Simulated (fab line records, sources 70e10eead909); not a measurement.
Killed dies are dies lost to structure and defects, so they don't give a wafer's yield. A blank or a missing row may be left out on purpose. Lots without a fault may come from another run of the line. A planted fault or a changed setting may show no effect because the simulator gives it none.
fab line records | flow nand_harc | part 1 of 2: steps 1 to 24 of 34
record lots=5 wafers=15 last_day=24
route steps=1159 shown P_GATE@168
lots that met no fault: from a run of the same line without faults
start_h: hours from the record's first day to the start of the lot's first wafer shown | wait_h: hours since the lot's step before | " the same as in the row above | L1.1+2: a row that stands for several wafers | - no value, or no start given | * or withheld: withheld | < > ~ a bound
route shown NAME@n: a module of which the file shows steps, and the number in the route of the first | usual: mean/standard deviation of fault-free wafers | same: alike in all rows | chamber/n: place in a boat | sites: the reading at each site | _std_site: their standard deviation | _edge_site: outer sites' mean less inner sites' | radius_mm: how far each site lies from the wafer's centre | mask NAME#n: copy n | behind: the tool/chamber that last shaped the wafer | hold: why the lot was held/for how many hours/how that ended | device: the transistor (n, p or np) that didn't switch | end of line: the same wafers' tests at the end of the route | a step without rows: its recipe alone | killed: dies lost to structure and defects at the first sort, not the wafer's yield | map: a wafer's dies, x killed, . not, _ none there
set.NAME: the setting as run; set.NAME@STEP: as run at that earlier step | model.NAME: the simulator's own value behind a step, which no gauge read
lots at some steps of the route; a table a step, a row a wafer
services: from which hour (start_h, from the record's first day; less than 0 if before it) a tool's chamber was out of use, for how many hours, and why
## steps
# step NHARC_P_GATE_PEB_44
# recipe peb_temp_c=118 peb_time_s=85
# usual heater_power_total_W=163.96/0.28 resist_line_temp_C=23.01/0.12
# columns lot.wafer tool chamber start_h wait_h heater_power_total_W resist_line_temp_C
L077.1 litho_track-03 0 114.63 0.1 163.98 22.99
L077.3 " 0 " " 164.25 23.08
L077.4 " 0 " " 164.41 23.06
L076.1 litho_track-03 0 114.79 0.1 163.70 22.99
L076.2 " 0 " " 164.22 22.89
L076.4 " 0 " " 163.65 23.08
L086.1 litho_track-05 0 178.11 0.1 164.09 23.05
L086.2 " 0 " " 163.59 22.89
L086.5 " 0 " " 164.18 22.85
L091.1 litho_track-03 0 205.53 0.1 163.94 23.01
L091.2 " 0 " " 164.14 23.02
L091.6 " 0 " " 164.36 23.04
L096.2 litho_track-03 0 233.94 0.1 163.75 23.03
L096.5 " 0 " " 164.00 23.09
L096.6 " 0 " " 164.29 23.08
# step NHARC_P_GATE_DEVELOP_45
# recipe time_s=70
# usual resist_line_temp_C=23.01/0.087
# columns lot.wafer tool chamber start_h wait_h resist_line_temp_C
L077.1 litho_track-03 0 - - 23.01
L077.3 " 0 " " 23.04
L077.4 " 0 " " 23.04
L076.1 litho_track-03 0 - - 22.88
L076.2 " 0 " " 22.80
L076.4 " 0 " " 22.92
L086.1 litho_track-05 0 - - 23.13
L086.2 " 0 " " 23.02
L086.5 " 0 " " 22.94
L091.1 litho_track-03 0 - - 23.07
L091.2 " 0 " " 23.05
L091.6 " 0 " " 23.10
L096.2 litho_track-03 0 - - 23.03
L096.5 " 0 " " 22.98
L096.6 " 0 " " 23.14
# step NHARC_P_GATE_CD_MEAS_46
# recipe target_cd_nm=720 landing_energy_ev=500
# usual cd_nm=719.8/1.4
# columns lot.wafer tool chamber start_h wait_h cd_nm
L077.1 cd_sem-02 0 114.72 - 719.4
L077.3 " 0 " " 721.2
L077.4 " 0 " " 720.5
L076.1 cd_sem-02 0 114.88 - 718.8
L076.2 " 0 " " 716.5
L076.4 " 0 " " 718.6
L086.1 cd_sem-02 0 178.20 - 721.1
L086.2 " 0 " " 721.1
L086.5 " 0 " " 720.8
L091.1 cd_sem-03 0 205.62 - 721.0
L091.2 " 0 " " 721.5
L091.6 " 0 " " 723.3
L096.2 cd_sem-01 0 234.03 - 721.6
L096.5 " 0 " " 719.5
L096.6 " 0 " " 719.0
# step NHARC_P_GATE_HARDBAKE_47
# recipe temp_c=125 time_s=80
# usual heater_power_total_W=184.0/0.73 resist_line_temp_C=23.00/0.11
# columns lot.wafer tool chamber start_h wait_h heater_power_total_W resist_line_temp_C
L077.1 litho_track-05 0 114.80 - 183.8 22.83
L077.3 " 0 " " 184.8 23.01
L077.4 " 0 " " 185.0 23.14
L076.1 litho_track-03 0 114.97 - 183.2 23.06
L076.2 " 0 " " 184.2 22.92
L076.4 " 0 " " 184.0 22.88
L086.1 litho_track-03 0 178.28 - 182.8 22.98
L086.2 " 0 " " 183.5 22.94
L086.5 " 0 " " 184.3 22.79
L091.1 litho_track-02 0 205.70 - 184.7 23.02
L091.2 " 0 " " 183.0 23.07
L091.6 " 0 " " 182.9 23.17
L096.2 litho_track-02 0 234.11 - 184.1 23.03
L096.5 " 0 " " 184.6 23.18
L096.6 " 0 " " 184.7 23.06
# step NHARC_P_GATE_DESCUM_48
# recipe time_s=3 o2_flow_sccm=200 ar_flow_sccm=0 bias_power_w=0 chemistry=O2
# usual drypump_motor_current_A=5.9/0.38 oes_product_au=0.998/0.0071 rf_vpp_V=58.0/0.92 showerhead_plenum_p_Torr=1.97/0.075 throttle_valve_pct=11.311/0.0091
# columns lot.wafer tool chamber start_h wait_h drypump_motor_current_A oes_product_au rf_hours_counter_h rf_vpp_V showerhead_plenum_p_Torr throttle_valve_pct
L077.3 rie_diel-05 3 114.89 - 5.9 0.996 25 57.5 2.04 11.311
L077.1 " 1 " " 5.3 0.999 25 59.5 2.03 11.319
L077.4 " 2 " " 6.2 1.002 - 59.3 1.99 11.323
L076.2 rie_diel-05 3 115.07 - 5.9 0.990 25 59.0 2.04 11.310
L076.1 " 1 " " 5.3 0.997 25 59.1 2.03 11.324
L076.4 " 2 " " 6.2 0.998 - 58.9 1.98 11.308
L086.2 rie_diel-05 3 178.38 - 5.9 0.997 1 60.0 2.03 11.308
L086.1 " 1 " " 5.3 0.988 1 58.5 2.03 11.313
L086.5 " 3 " " 5.9 1.010 - 59.8 2.03 11.308
L091.1 rie_diel-05 1 205.78 - 5.3 0.998 7 59.2 2.03 11.313
L091.2 " 2 " " 6.2 0.998 7 57.8 1.98 11.318
L091.6 " 2 " " 6.2 1.000 - 58.0 1.98 11.325
L096.2 rie_diel-11 2 234.24 - 5.8 0.997 10 58.1 1.91 11.315
L096.6 " 3 " " 6.5 1.005 - 55.6 1.80 11.314
L096.5 " 0 " " 6.0 0.992 - 57.0 1.97 11.318
# step NHARC_P_GATE_IMPLANT_49
# recipe energy_kev=30 dose_cm2=3e+15 tilt_deg=7
# columns lot.wafer tool chamber start_h wait_h
L077.1+3+4 implanter-02 0 115.06 0.1
L076.1+2+4 implanter-01 0 115.24 0.1
L086.1+2+5 implanter-02 0 178.54 0.1
L091.1+2+6 implanter-01 0 205.96 0.2
L096.2+5+6 implanter-01 0 234.38 0.1
# step NHARC_P_GATE_STRIP_111
# recipe power_w=1500 temp_c=110 time_s=250 chemistry=N2/H2
# usual drypump_motor_current_A=5.56/0.13 heater_power_w=83/7.2
# columns lot.wafer tool chamber start_h wait_h drypump_motor_current_A heater_power_w rf_hours_counter_h
L077.1 plasma_asher-01 1 115.33 0.2 5.86 82 2
L077.3 " 0 " " 5.57 99 -
L077.4 " 1 " " 5.86 84 -
L076.1 plasma_asher-02 0 115.63 0.4 5.53 73 36
L076.2 " 1 " " 5.45 85 36
L076.4 " 0 " " 5.56 72 -
L086.1 plasma_asher-02 1 178.76 0.2 5.44 82 53
L086.2 " 0 " " 5.55 75 53
L086.5 " 1 " " 5.43 81 -
L091.2 plasma_asher-02 0 206.31 0.3 5.51 76 7
L091.1 " 1 " " 5.44 82 7
L091.6 " 0 " " 5.52 74 -
L096.2 plasma_asher-01 1 234.58 0.2 5.84 86 43
L096.5 " 1 " " 5.85 83 -
L096.6 " 0 " " 5.58 97 -
# step NHARC_P_GATE_STRIP_75
# recipe power_w=1500 temp_c=250 chemistry=O2
# usual drypump_motor_current_A=5.55/0.13 heater_power_w=309/26
# columns lot.wafer tool chamber start_h wait_h drypump_motor_current_A heater_power_w rf_hours_counter_h
L077.1 plasma_asher-01 1 115.59 0.2 5.85 316 3
L077.3 " 0 " " 5.58 370 -
L077.4 " 1 " " 5.87 313 -
L076.1 plasma_asher-02 0 115.93 0.2 5.55 275 36
L076.2 " 1 " " 5.46 315 36
L076.4 " 0 " " 5.57 275 -
L086.1 plasma_asher-02 1 179.06 0.2 5.44 309 54
L086.2 " 0 " " 5.55 276 54
L086.5 " 1 " " 5.44 318 -
L091.2 plasma_asher-02 0 206.61 0.3 5.56 285 7
L091.1 " 1 " " 5.43 306 7
L091.6 " 0 " " 5.48 283 -
L096.2 plasma_asher-01 1 234.88 0.3 5.85 313 43
L096.5 " 1 " " 5.84 321 -
L096.6 " 0 " " 5.56 368 -
# step NHARC_P_GATE_STRIP_50
# recipe time_s=900 temp_c=130 chemistry=SPM
# columns lot.wafer tool chamber start_h wait_h
L077.1+3+4 wet_bench-07 7,0,3 115.74 0.1
L076.1+4+2 wet_bench-02 6,0,2 116.08 0.1
L086.1+2+5 wet_bench-03 2,5,7 179.20 0.1
L091.2+1+6 wet_bench-07 1,3,5 206.76 0.1
L096.5+2+6 wet_bench-02 7,3,4 235.03 0.1
# step NHARC_P_GATE_DEHYDRATE_51
# recipe temp_c=150 time_s=120
# usual heater_power_total_W=182.5/1.2 resist_line_temp_C=22.98/0.11
# columns lot.wafer tool chamber start_h wait_h heater_power_total_W resist_line_temp_C
L077.1 litho_track-05 0 116.08 - 183.0 22.99
L077.3 " 0 " " 180.4 22.94
L077.4 " 0 " " 182.4 23.00
L076.1 litho_track-02 0 116.43 - 182.7 23.14
L076.2 " 0 " " 181.1 22.94
L076.4 " 0 " " 184.4 23.01
L086.1 litho_track-03 0 179.57 - 184.0 23.11
L086.2 " 0 " " 183.0 23.02
L086.5 " 0 " " 180.8 22.91
L091.1 litho_track-03 0 207.11 - 183.0 22.87
L091.2 " 0 " " 181.9 22.94
L091.6 " 0 " " 184.5 22.85
L096.2 litho_track-02 0 235.38 - 183.6 23.14
L096.5 " 0 " " 183.3 23.16
L096.6 " 0 " " 181.1 23.06
# step NHARC_P_GATE_HMDS_52
# recipe time_s=30
# usual resist_line_temp_C=22.99/0.09
# columns lot.wafer tool chamber start_h wait_h resist_line_temp_C
L077.1 litho_track-05 0 - - 23.00
L077.3 " 0 " " 23.11
L077.4 " 0 " " 22.93
L076.1 litho_track-02 0 - - 22.92
L076.2 " 0 " " 22.98
L076.4 " 0 " " 22.91
L086.1 litho_track-03 0 - - 22.83
L086.2 " 0 " " 22.93
L086.5 " 0 " " 22.93
L091.1 litho_track-03 0 - - 22.83
L091.2 " 0 " " 23.19
L091.6 " 0 " " 23.01
L096.2 litho_track-02 0 - - 23.06
L096.5 " 0 " " 22.99
L096.6 " 0 " " 22.89
# step NHARC_P_GATE_COAT_53
# recipe spin_rpm=3000
# usual resist_line_temp_C=22.96/0.11
# columns lot.wafer tool chamber start_h wait_h resist_line_temp_C
L077.1 litho_track-05 0 - - 23.07
L077.3 " 0 " " 23.11
L077.4 " 0 " " 23.00
L076.1 litho_track-02 0 - - 22.79
L076.2 " 0 " " 22.98
L076.4 " 0 " " 22.92
L086.1 litho_track-03 0 - - 22.77
L086.2 " 0 " " 22.86
L086.5 " 0 " " 22.96
L091.1 litho_track-03 0 - - 22.95
L091.2 " 0 " " 22.92
L091.6 " 0 " " 23.03
L096.2 litho_track-02 0 - - 23.21
L096.5 " 0 " " 22.90
L096.6 " 0 " " 23.09
# step NHARC_P_GATE_SOFTBAKE_54
# recipe temp_c=122 time_s=95
# usual heater_power_total_W=160.1/0.48 resist_line_temp_C=22.98/0.1
# columns lot.wafer tool chamber start_h wait_h heater_power_total_W resist_line_temp_C
L077.1 litho_track-05 0 - - 160.0 23.05
L077.3 " 0 " " 159.4 23.17
L077.4 " 0 " " 159.7 23.20
L076.1 litho_track-02 0 - - 159.9 22.76
L076.2 " 0 " " 160.4 22.93
L076.4 " 0 " " 160.1 23.10
L086.1 litho_track-03 0 - - 160.4 23.08
L086.2 " 0 " " 160.5 23.01
L086.5 " 0 " " 160.6 22.97
L091.1 litho_track-03 0 - - 160.0 22.98
L091.2 " 0 " " 160.2 23.08
L091.6 " 0 " " 159.7 22.99
L096.2 litho_track-02 0 - - 159.9 23.14
L096.5 " 0 " " 160.7 23.04
L096.6 " 0 " " 159.3 23.00
# step NHARC_P_GATE_EBR_55
# usual resist_line_temp_C=23.00/0.1
# columns lot.wafer tool chamber start_h wait_h resist_line_temp_C
L077.1 litho_track-05 0 - - 22.79
L077.3 " 0 " " 22.92
L077.4 " 0 " " 22.98
L076.1 litho_track-02 0 - - 23.08
L076.2 " 0 " " 23.11
L076.4 " 0 " " 23.01
L086.1 litho_track-03 0 - - 23.03
L086.2 " 0 " " 23.02
L086.5 " 0 " " 22.92
L091.1 litho_track-03 0 - - 22.87
L091.2 " 0 " " 22.92
L091.6 " 0 " " 22.88
L096.2 litho_track-02 0 - - 23.05
L096.5 " 0 " " 22.98
L096.6 " 0 " " 23.05
# step NHARC_P_GATE_EXPOSE_56
# recipe na=0.6 target_cd_nm=720 dose_mj=14.81 mask_id=P_PSD
# usual stage_vel_mm_s=499.97/0.25
# columns lot.wafer tool chamber start_h wait_h mask stage_vel_mm_s
L077.1 krf_scanner-04 0 116.36 - P_PSD#0 499.53
L077.3 " 0 " " P_PSD#0 499.65
L077.4 " 0 " " P_PSD#0 499.52
L076.1 krf_scanner-01 0 116.70 - P_PSD#0 500.26
L076.2 " 0 " " P_PSD#0 500.44
L076.4 " 0 " " P_PSD#0 500.12
L086.1 krf_scanner-04 0 179.83 - P_PSD#0 499.77
L086.2 " 0 " " P_PSD#0 499.90
L086.5 " 0 " " P_PSD#0 500.14
L091.1 krf_scanner-04 0 207.38 - P_PSD#0 500.09
L091.2 " 0 " " P_PSD#0 499.77
L091.6 " 0 " " P_PSD#0 499.72
L096.2 krf_scanner-04 0 235.66 - P_PSD#0 499.97
L096.5 " 0 " " P_PSD#0 500.25
L096.6 " 0 " " P_PSD#0 500.04
# step NHARC_P_GATE_PEB_57
# recipe peb_temp_c=118 peb_time_s=85
# usual heater_power_total_W=164.00/0.26 resist_line_temp_C=22.97/0.11
# columns lot.wafer tool chamber start_h wait_h heater_power_total_W resist_line_temp_C
L077.1 litho_track-03 0 116.42 0.1 163.73 22.97
L077.3 " 0 " " 164.11 22.93
L077.4 " 0 " " 164.13 22.88
L076.1 litho_track-05 0 116.76 0.1 164.28 22.87
L076.2 " 0 " " 163.98 22.89
L076.4 " 0 " " 164.27 22.94
L086.1 litho_track-05 0 179.90 0.1 164.10 22.98
L086.2 " 0 " " 163.73 23.01
L086.5 " 0 " " 164.46 23.02
L091.1 litho_track-05 0 207.45 0.1 164.02 22.98
L091.2 " 0 " " 164.29 22.95
L091.6 " 0 " " 163.74 22.95
L096.2 litho_track-03 0 235.73 0.1 164.33 22.77
L096.5 " 0 " " 164.06 22.86
L096.6 " 0 " " 163.87 22.85
# step NHARC_P_GATE_DEVELOP_58
# recipe time_s=70
# usual resist_line_temp_C=23.00/0.12
# columns lot.wafer tool chamber start_h wait_h resist_line_temp_C
L077.1 litho_track-03 0 - - 22.93
L077.3 " 0 " " 23.05
L077.4 " 0 " " 22.91
L076.1 litho_track-05 0 - - 23.03
L076.2 " 0 " " 22.87
L076.4 " 0 " " 22.85
L086.1 litho_track-05 0 - - 23.06
L086.2 " 0 " " 23.00
L086.5 " 0 " " 22.95
L091.1 litho_track-05 0 - - 22.89
L091.2 " 0 " " 23.02
L091.6 " 0 " " 22.89
L096.2 litho_track-03 0 - - 22.93
L096.5 " 0 " " 22.89
L096.6 " 0 " " 22.91
# step NHARC_P_GATE_CD_MEAS_59
# recipe target_cd_nm=720 landing_energy_ev=500
# usual cd_nm=720.0/1.4
# columns lot.wafer tool chamber start_h wait_h cd_nm
L077.1 cd_sem-03 0 116.51 - 720.0
L077.3 " 0 " " 719.1
L077.4 " 0 " " 718.9
L076.1 cd_sem-01 0 116.85 - 720.6
L076.2 " 0 " " 719.1
L076.4 " 0 " " 722.1
L086.1 cd_sem-01 0 180.00 - 719.5
L086.2 " 0 " " 720.1
L086.5 " 0 " " 719.1
L091.1 cd_sem-01 0 207.54 - 718.8
L091.2 " 0 " " 720.0
L091.6 " 0 " " 718.7
L096.2 cd_sem-02 0 235.83 - 722.0
L096.5 " 0 " " 719.2
L096.6 " 0 " " 720.6
# step NHARC_P_GATE_HARDBAKE_60
# recipe temp_c=125 time_s=80
# usual heater_power_total_W=183.9/0.79 resist_line_temp_C=23.00/0.098
# columns lot.wafer tool chamber start_h wait_h heater_power_total_W resist_line_temp_C
L077.1 litho_track-02 0 116.59 - 185.0 23.06
L077.3 " 0 " " 183.7 23.05
L077.4 " 0 " " 184.9 23.10
L076.1 litho_track-03 0 116.93 - 185.0 22.84
L076.2 " 0 " " 183.0 23.00
L076.4 " 0 " " 183.9 22.88
L086.1 litho_track-03 0 180.08 - 183.4 23.09
L086.2 " 0 " " 183.3 22.98
L086.5 " 0 " " 185.1 23.04
L091.1 litho_track-02 0 207.62 - 185.0 22.80
L091.2 " 0 " " 184.4 22.90
L091.6 " 0 " " 183.2 23.13
L096.2 litho_track-03 0 235.91 - 184.0 23.04
L096.5 " 0 " " 183.9 23.12
L096.6 " 0 " " 184.8 23.11
# step NHARC_P_GATE_DESCUM_61
# recipe time_s=3 o2_flow_sccm=200 ar_flow_sccm=0 bias_power_w=0 chemistry=O2
# usual drypump_motor_current_A=5.9/0.39 oes_product_au=1.000/0.0074 rf_vpp_V=58.0/0.93 showerhead_plenum_p_Torr=1.95/0.088 throttle_valve_pct=11.311/0.0083
# columns lot.wafer tool chamber start_h wait_h drypump_motor_current_A oes_product_au rf_hours_counter_h rf_vpp_V showerhead_plenum_p_Torr throttle_valve_pct
L077.1 rie_diel-05 3 116.68 - 5.9 0.999 25 59.3 2.04 11.337
L077.3 " 1 " " 5.3 1.003 25 58.4 2.03 11.306
L077.4 " 2 " " 6.2 0.986 - 58.6 1.99 11.310
L076.1 rie_diel-08 3 117.01 - 5.5 0.996 61 56.9 1.86 11.321
L076.2 " 1 " " 5.6 0.993 57 57.1 1.81 11.309
L076.4 " 2 " " 5.3 1.003 51 57.2 1.77 11.310
L086.1 rie_diel-08 3 180.31 - 5.5 0.993 18 56.8 1.86 11.312
L086.2 " 1 " " 5.6 1.001 17 57.5 1.80 11.313
L086.5 " 3 " " 5.5 0.999 - 58.3 1.86 11.321
L091.1 rie_diel-05 3 207.71 - 5.9 1.000 8 58.7 2.03 11.304
L091.2 " 1 " " 5.3 1.003 8 59.4 2.03 11.308
L091.6 " 3 " " 5.9 1.009 - 58.5 2.03 11.306
L096.2 rie_diel-08 3 236.01 - 5.5 0.991 37 58.2 1.85 11.308
L096.6 " 1 " " 5.6 1.008 - 56.3 1.79 11.304
L096.5 " 2 " " 5.3 0.995 - 58.2 2.06 11.314
# step NHARC_P_GATE_IMPLANT_62
# recipe energy_kev=20 dose_cm2=3e+15 tilt_deg=7
# columns lot.wafer tool chamber start_h wait_h
L077.1+3+4 implanter-02 0 116.85 0.2
L076.1+2+4 implanter-02 0 117.16 0.1
L086.1+2+5 implanter-01 0 180.46 0.1
L091.1+2+6 implanter-02 0 207.88 0.2
L096.2+5+6 implanter-01 0 236.16 0.1
# step NHARC_P_GATE_STRIP_112
# recipe power_w=1500 temp_c=110 time_s=200 chemistry=N2/H2
# usual drypump_motor_current_A=5.57/0.14 heater_power_w=83/7.5
# columns lot.wafer tool chamber start_h wait_h drypump_motor_current_A heater_power_w rf_hours_counter_h
L077.1 plasma_asher-02 1 117.07 0.2 5.44 83 36
L077.4 " 1 " " 5.44 83 -
L077.3 " 0 " " 5.45 73 -
L076.2 plasma_asher-01 0 117.38 0.2 5.58 97 3
L076.1 " 1 " " 5.86 85 3
L076.4 " 1 " " 5.85 86 -
L086.2 plasma_asher-02 1 180.68 0.2 5.42 85 54
L086.1 " 0 " " 5.53 73 54
L086.5 " 1 " " 5.43 82 -
L091.2 plasma_asher-02 1 208.10 0.2 5.44 84 8
L091.1 " 0 " " 5.55 76 8
L091.6 " 0 " " 5.57 78 -
L096.2 plasma_asher-02 0 236.35 0.2 5.53 75 17
L096.5 " 0 " " 5.59 76 -
L096.6 " 1 " " 5.44 83 -
# step NHARC_P_GATE_STRIP_76
# recipe power_w=1500 temp_c=250 chemistry=O2
# usual drypump_motor_current_A=5.57/0.14 heater_power_w=312/28
# columns lot.wafer tool chamber start_h wait_h drypump_motor_current_A heater_power_w rf_hours_counter_h
L077.1 plasma_asher-02 1 117.33 0.2 5.44 309 36
L077.4 " 1 " " 5.46 310 -
L077.3 " 0 " " 5.56 284 -
L076.2 plasma_asher-01 0 117.64 0.2 5.57 368 4
L076.1 " 1 " " 5.86 319 4
L076.4 " 1 " " 5.85 313 -
L086.2 plasma_asher-02 1 180.94 0.2 5.44 312 54
L086.1 " 0 " " 5.51 276 54
L086.5 " 1 " " 5.44 316 -
L091.2 plasma_asher-02 1 208.37 0.2 5.44 308 8
L091.1 " 0 " " 5.51 283 8
L091.6 " 0 " " 5.48 287 -
L096.2 plasma_asher-02 0 236.61 0.2 5.50 287 17
L096.5 " 0 " " 5.53 284 -
L096.6 " 1 " " 5.45 311 -
# step NHARC_P_GATE_STRIP_63
# recipe time_s=900 temp_c=130 chemistry=SPM
# columns lot.wafer tool chamber start_h wait_h
L077.3+4+1 wet_bench-02 3,4,7 117.47 0.1
L076.2+4+1 wet_bench-07 3,6,7 117.79 0.1
L086.2+1+5 wet_bench-03 2,4,5 181.13 0.2
L091.6+1+2 wet_bench-02 6,7,1 208.55 0.1
L096.5+6+2 wet_bench-03 3,4,6 236.78 0.1
